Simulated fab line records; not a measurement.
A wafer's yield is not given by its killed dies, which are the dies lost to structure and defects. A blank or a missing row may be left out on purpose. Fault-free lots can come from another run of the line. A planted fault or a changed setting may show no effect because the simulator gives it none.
One fault seen from 2 desks    flow n5-finfet    what lay behind the numbers comes last; until then each desk has only its own

FROM THE METROLOGY DESK
What the gauges read, lot by lot, whatever tool the lot ran on: means of the sampled wafers that have a number. Marked OUT: a lot whose mean sits more than 4 standard deviations from the usual mean, which makes it out of limits; the brackets give that distance. Of its 10 readings 7 are shown: those that lie furthest out on some lot.
Columns: A = DIBL_N at N5_BEOL_M4_RC_MEAS_101, usual 36.0 mV/V; B = DIBL_P at N5_BEOL_M4_RC_MEAS_101, usual 36.2 mV/V; C = ION_N at N5_BEOL_M4_RC_MEAS_101, usual 679 uA/um; D = ION_P at N5_BEOL_M4_RC_MEAS_101, usual 465 uA/um; E = SS_N at N5_BEOL_M4_RC_MEAS_101, usual 71.4 mV/dec; F = SS_P at N5_BEOL_M4_RC_MEAS_101, usual 73.3 mV/dec; G = VT_P at N5_BEOL_M4_RC_MEAS_101, usual -251 mV
lot   first seen here  A     B     C    D    E     F     G
L678  day 9 14:11      36.0  34.9  672  459  70.8  73.4  -252
L683  day 11 11:08     36.0  36.2  675  468  71.0  73.2  -248
L685  day 11 11:48     36.2  36.0  673  470  71.3  73.2  -248
L687  day 11 20:29     35.5  35.5  667  458  71.3  72.7  -250
L689  day 12 07:23     38.3  38.5  681  466  71.9  74.1  -251
Finding of this desk: none of the 5 lots has anything out of limits.

TOOL OWNER'S DESK, rie-diel-01
The tool's own readings at N5_BEOL_M2_ETCH_64 (etches SOC in N2/H2, target depth 75 nm, overetch 22.5 nm, time 121.9 s): means of the sampled wafers that have a number, for each lot that ran on this tool. Marked OUT: a lot whose mean sits more than 4 standard deviations from the usual mean, which makes it out of limits; the brackets give that distance.
Columns: A = drypump-motor-current-A at N5_BEOL_M2_ETCH_64, usual 5.7 A; B = oes-product-au at N5_BEOL_M2_ETCH_64, usual 0.61 a.u.; C = rf-fwd-power-W at N5_BEOL_M2_ETCH_64, usual 836.9 W; D = rf-vpp-V at N5_BEOL_M2_ETCH_64, usual 524.4 V; E = showerhead-plenum-p-Torr at N5_BEOL_M2_ETCH_64, usual 2.55 Torr; F = throttle-valve-pct at N5_BEOL_M2_ETCH_64, usual 17.80 %
lot   first seen here  A    B     C                D                E     F
L678  day 8 05:11      5.9  0.64  835.2            525.0            2.55  17.66
L683  day 9 22:25      5.5  0.65  633.5 (-81) OUT  574.3 (+23) OUT  2.56  17.64
L685  day 10 07:43     5.5  0.59  636.5 (-80) OUT  574.4 (+23) OUT  2.57  17.74
L687  day 10 10:35     5.5  0.65  634.9 (-81) OUT  574.5 (+23) OUT  2.56  17.65
Finding of this desk: L683, L685, L687 out of limits; the first was L683 at day 9 22:25, on rf-fwd-power-W at N5_BEOL_M2_ETCH_64. L678 stayed within limits.

PUT TOGETHER
At day 9 22:25, on L683, L685, L687, the tool owner's desk was in a position to raise an alarm.
At the metrology desk, nothing out of limits was observed.
The metrology desk has L683, L685, L687 on record, within its limits.
All the named lots went through N5_BEOL_M2_ETCH_64 on rie-diel-01.

WHAT HAD BEEN PUT IN BY THE SIMULATOR
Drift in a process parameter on rie-diel-01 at N5_BEOL_M2_ETCH_64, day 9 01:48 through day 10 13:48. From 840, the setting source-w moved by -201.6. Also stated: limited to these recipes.
Struck lots among those shown: L683, L685, L687.
How many hours passed from the start of the fault until each desk's first out-of-limits reading: the tool owner's desk, 21.
